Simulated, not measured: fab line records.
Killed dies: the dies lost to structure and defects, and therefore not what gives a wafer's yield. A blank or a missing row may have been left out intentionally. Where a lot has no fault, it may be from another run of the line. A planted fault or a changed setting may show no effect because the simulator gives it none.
Which tool was responsible?	flow nandHarc	12 lots (36 wafers sampled), 1 step of a 1302-step route

WHAT EACH GAUGE READ, for each wafer
NHARC_P_M0_INSPECT_11.
lot	measured	on	rawDefectCount
L075	day 6 20:20	defectInspect-01	4 2 4
L077	day 7 08:37	defectInspect-01	2 3 2
L079	day 8 05:27	defectInspect-02	0 2 1
L081	day 8 21:16	defectInspect-01	5 8 3
L083	day 9 21:50	defectInspect-01	11 5 1
L085	day 10 14:35	defectInspect-02	5 5 6
L087	day 11 11:01	defectInspect-01	5 3 3
L088	day 12 07:37	defectInspect-01	6 3 4
L091	day 13 08:04	defectInspect-01	8 2 2
L094	day 14 10:12	defectInspect-01	3 6 5
L095	day 15 06:45	defectInspect-01	3 5 4
L097	day 16 01:25	defectInspect-02	3 1 6

TOOL THAT RAN EACH LOT (tool first, then ch and the chambers of the sampled wafers, then the start)
Record: no process step prior to these readings.

THE ANSWER, worked out from the rows above alone
Rule: the usual values come from the lots themselves. The widest of any qualifying gaps counts: lots, ordered by their means at a reading, are off when they make up no more than a third of the lots, leave a main group of 4 or more, and stand apart from it by 3 or more times the standard deviation of that group's means. The tables above print the reading to a certain number of digits; a main group whose means all agree to those digits is not used. Also off: a lot with no number at a reading for which 4 or more lots have one. Any other lot the step has rows for is counted as sound.
No lot is off on any of the readings shown, so nothing can be concluded from this.

WHAT WAS PUT IN BY THE SIMULATOR
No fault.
